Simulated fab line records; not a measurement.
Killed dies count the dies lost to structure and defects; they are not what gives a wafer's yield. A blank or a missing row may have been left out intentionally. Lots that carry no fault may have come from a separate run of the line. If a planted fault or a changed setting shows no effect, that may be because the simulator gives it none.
Which of the tools did it?    flow n5Finfet    11 lots, 31 wafers sampled, at 4 steps of a route of 1938

== WHAT THE GAUGES SHOWED, per wafer ==
N5_HKMG_FIN_OVL_MEAS_50. Usual: NDIPOLE_OVL typically reads 0.0 nm, with standard deviation 0.76.
lot   measured     on          NDIPOLE_OVL (nm)  flag
L401  day 3 23:04  overlay-02  -0.5 -0.7 0.1     
L402  day 4 07:44  overlay-01  -0.3 0.1 -1.2     
L404  day 4 19:46  overlay-02  1.0 -0.7 0.1      
L410  day 6 06:38  overlay-02  0.5 1.0 1.3       
L415  day 7 11:02  overlay-02  0.6 0.7 0.6       
L417  day 8 01:53  overlay-02  0.3 -0.7 -1.8     
L419  day 8 14:31  overlay-02  -1.1 -0.1 -0.6    
L420  day 8 17:53  overlay-02  0.9 0.2           
L421  day 9 04:46  overlay-02  0.1 1.5 -0.8      
L423  day 9 10:52  overlay-02  -0.8 0.3          
L424  day 9 19:17  overlay-01  -1.4 -0.3 -0.5    

N5_HKMG_FIN_INSPECT_61: inspects for defects (macro). Usual: 2.0 for rawDefectCount, sd 1.3.
lot   measured     on                rawDefectCount  flag
L401  day 3 23:05  defectInspect-02  3 3 2           
L402  day 4 07:45  defectInspect-02  1 2 2           
L404  day 4 19:47  defectInspect-02  2 1 3           
L410  day 6 06:39  defectInspect-01  >300 4 2        
L415  day 7 11:04  defectInspect-02  2 2 0           
L417  day 8 01:55  defectInspect-01  1 1 2           
L419  day 8 14:33  defectInspect-02  2 1 0           
L420  day 8 17:54  defectInspect-02  1 3             
L421  day 9 04:48  defectInspect-01  2 2 1           
L423  day 9 10:53  defectInspect-01  1 2             
L424  day 9 19:18  defectInspect-02  2 1 3           

== TOOL THAT RAN EACH LOT (tool first, then ch and the chambers of the sampled wafers, then the start) ==
lot   N5_HKMG_FIN_HK_ANNEAL_02        N5_HKMG_FIN_ALD_75
L401  rtpAnneal-02 ch 0, day 3 22:18  aldHk-02 ch 1,2,3, day 3 22:34
L402  rtpAnneal-02 ch 0, day 4 06:56  aldHk-01 ch 0,2,3, day 4 07:14
L404  rtpAnneal-01 ch 0, day 4 19:00  aldHk-02 ch 0,1,3, day 4 19:16
L410  rtpAnneal-01 ch 0, day 6 05:50  aldHk-02 ch 2,3, day 6 06:08
L415  rtpAnneal-02 ch 0, day 7 10:22  aldHk-01 ch 1,3, day 7 10:40
L417  rtpAnneal-01 ch 0, day 8 01:17  aldHk-01 ch 0,1,3, day 8 01:31
L419  rtpAnneal-01 ch 0, day 8 13:44  aldHk-03 ch 0,3, day 8 14:02
L420  rtpAnneal-01 ch 0, day 8 17:09  aldHk-02 ch 1,3, day 8 17:23
L421  rtpAnneal-02 ch 0, day 9 03:59  aldHk-01 ch 1,2, day 9 04:17
L423  rtpAnneal-02 ch 0, day 9 10:05  aldHk-03 ch 0,1, day 9 10:22
L424  rtpAnneal-01 ch 0, day 9 18:31  aldHk-02 ch 0,1,2, day 9 18:47
- N5_HKMG_FIN_HK_ANNEAL_02: time 30 s.
- N5_HKMG_FIN_ALD_75: deposits Al2O3, target thk 1 nm, co reactant pulse time 1 s.

== AS READ BY THE TOOLS THEMSELVES (means over the sampled wafers that have a number; for cases with no such wafer, the mark the record gives instead) ==
N5_HKMG_FIN_HK_ANNEAL_02. Usual: lampPowerPct 8.80 %, standard deviation 0.056; lamp_zone_5_pct 8.799 %, standard deviation 0.011; wafer_temp_C_max 702.9, standard deviation 0.67.
lot   tool          lampPowerPct (%)  lamp_zone_5_pct (%)  wafer_temp_C_max  flag
L401  rtpAnneal-02  8.83              8.795                702.8             
L402  rtpAnneal-02  8.79              8.806                702.9             
L404  rtpAnneal-01  8.79              8.804                702.9             
L410  rtpAnneal-01  8.79              8.798                702.7             
L415  rtpAnneal-02  8.80              8.800                703.3             
L417  rtpAnneal-01  8.81              8.785                702.6             
L419  rtpAnneal-01  8.76              8.792                702.8             
L420  rtpAnneal-01  8.83              8.810                703.0             
L421  rtpAnneal-02  8.75              8.806                703.2             
L423  rtpAnneal-02  8.85              8.794                703.5             
L424  rtpAnneal-01  8.80              8.803                703.3             

N5_HKMG_FIN_ALD_75. Usual: heaterPowerOuterW 76 W, standard deviation 8.4; heaterPowerW 149 W, standard deviation 19; precursorPulseHeightRel 0.999, standard deviation 0.021.
lot   tool      heaterPowerOuterW (W)  heaterPowerW (W)  precursorPulseHeightRel  flag
L401  aldHk-02  74                     148               0.988                    
L402  aldHk-01  73                     143               1.021                    
L404  aldHk-02  75                     145               0.978                    
L410  aldHk-02  67                     139               1.013                    
L415  aldHk-01  82                     160               1.011                    
L417  aldHk-01  84                     167               0.997                    
L419  aldHk-03  77                     148               0.980                    
L420  aldHk-02  80                     156               1.010                    
L421  aldHk-01  83                     164               0.988                    
L423  aldHk-03  74                     140               1.001                    
L424  aldHk-02  73                     148               0.998                    

== THE ANSWER, worked out from the rows above alone ==
Rule: take the mean of a lot's wafers that have a number; if it is more than 3 standard deviations from the usual mean, the lot is off. Also off: a lot with no number at a reading for which 4 or more lots have one. Where the step has rows for the other lots, those lots are counted as sound. The gauges are gone through in route order, then the tools' own readings, and for those a lot's mean is taken as printed above. The first step at which some lot is off is used, and at that step the reading that is off furthest; a lot without a number counts as furthest.
None of the lots is off at any reading shown; this tells nothing.

== WHAT THE SIMULATOR HAD PUT IN ==
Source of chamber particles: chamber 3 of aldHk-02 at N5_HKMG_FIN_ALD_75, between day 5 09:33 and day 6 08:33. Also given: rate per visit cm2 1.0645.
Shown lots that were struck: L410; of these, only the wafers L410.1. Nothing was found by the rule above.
